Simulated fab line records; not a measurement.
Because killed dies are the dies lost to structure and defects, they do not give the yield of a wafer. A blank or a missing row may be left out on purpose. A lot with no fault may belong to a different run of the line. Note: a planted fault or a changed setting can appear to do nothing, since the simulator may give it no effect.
Chamber matching -- flow n5Finfet -- 4 sister chambers for N5_SD_EPI_N_ETCH_45 on rieDiel-04
The step etches SiOCN in CH3F/O2, target depth 6 nm. 4 wafers are shown with their chamber, then 12 later ones without.

== WAFERS PAIRED WITH THEIR CHAMBERS ==
wafer,chamber,drypumpMotorCurrentA (A)
L088.2,3,5.6
L089.2,2,5.0
L089.5,1,5.2
L089.6,0,5.8

== WAFERS WHOSE CHAMBER IS MISSING ==
wafer,drypumpMotorCurrentA (A)
L090.4,5.6
L090.5,5.6
L090.6,5.0
L092.1,5.2
L092.2,5.8
L092.5,5.2
L093.1,5.6
L093.4,4.9
L093.5,5.2
L097.2,5.2
L097.4,5.0
L097.5,5.8

== WHICH CHAMBER EACH ONE RAN IN ==
wafer,from the rows above,in truth
L090.4,3,3
L090.5,3,3
L090.6,2,2
L092.1,1,1
L092.2,0,0
L092.5,1,1
L093.1,3,3
L093.4,2,2
L093.5,1,1
L097.2,1,1
L097.4,2,2
L097.5,0,0
12 of 12 placed correctly. Left unplaced by these rows: 0. Number placed wrongly: 0.
How it was worked out, from the rows above alone: a wafer's distance from a chamber is the root of the sum, over the readings, of the square of ((its reading less the chamber's mean) divided by the reading's scatter). If the next closest chamber is less than 2 further off than the closest, the wafer can't be placed; otherwise it belongs to the closest. A chamber's mean is the mean of its shown wafers. The scatter: root of mean squared gap, hidden wafer to nearest shown wafer, with one shown wafer a chamber.
